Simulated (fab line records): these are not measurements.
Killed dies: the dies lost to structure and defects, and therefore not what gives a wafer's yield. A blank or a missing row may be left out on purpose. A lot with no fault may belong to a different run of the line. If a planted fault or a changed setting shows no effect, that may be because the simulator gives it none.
Matching of chambers	flow n5-finfet	3 sister chambers for N5_BEOL_M10_ILD_DEP_00 on pecvd-04
The step deposits SiCOH lowk from DEMS/porogen, target thk 308.51 nm, time 58 s. 18 wafers are shown with their chamber, then 9 later ones without.

== WAFERS PAIRED WITH THEIR CHAMBERS ==
wafer	chamber	throttle-valve-pct (%)	heater-power-w (W)	heater-power-outer-w (W)
L074.1	2	13.2	304	133
L074.3	0	14.4	294	114
L074.5	2	13.2	310	145
L077.1	2	13.2	302	129
L077.2	0	14.5	336	144
L077.4	2	13.6	303	136
L081.1	2	13.3	299	134
L081.3	1	15.1	284	133
L081.6	0	14.4	309	125
L083.3	0	14.2	302	115
L083.4	0	14.5	301	126
L083.6	2	13.7	284	112
L088.1	1	15.0	277	126
L088.2	2	13.5	283	119
L088.4	2	13.4	292	126
L090.1	1	14.9	282	131
L090.4	1	14.9	284	133
L090.6	2	13.5	325	141

SIGNATURES (averages over the wafers above)
reading	chamber 0	chamber 1	chamber 2	scatter within a chamber
throttle-valve-pct	14.400	14.975	13.400	0.157
heater-power-w	308.40	281.75	300.22	12.8
heater-power-outer-w	124.80	130.75	130.56	9.94
Rule: distance of a wafer from a chamber = root of the sum over the readings of ((wafer's reading minus chamber's mean) / reading's scatter) squared. If the next closest chamber is less than 2 further off than the closest, the wafer can't be placed; otherwise it belongs to the closest. The scatter: take each reading less its chamber's mean, square it, sum over the shown wafers, divide by the number of wafers less the number of chambers, and take the root.

== WAFERS WHOSE CHAMBER IS MISSING ==
wafer	throttle-valve-pct (%)	heater-power-w (W)	heater-power-outer-w (W)
L091.4	14.3	355	154
L091.5	13.5	313	139
L091.6	15.1	276	122
L094.4	14.3	284	108
L094.5	14.9	248	105
L094.6	13.4	310	146
L095.1	13.4	258	103
L095.3	15.0	271	118
L095.6	13.4	283	121

== WHICH CHAMBER EACH ONE RAN IN ==
wafer	from the rows above	in truth
L091.4	0	0
L091.5	2	2
L091.6	1	1
L094.4	0	0
L094.5	1	1
L094.6	2	2
L095.1	2	2
L095.3	1	1
L095.6	2	2
9 of 9 placed correctly. Left unplaced by these rows: 0. Wrongly placed: 0.
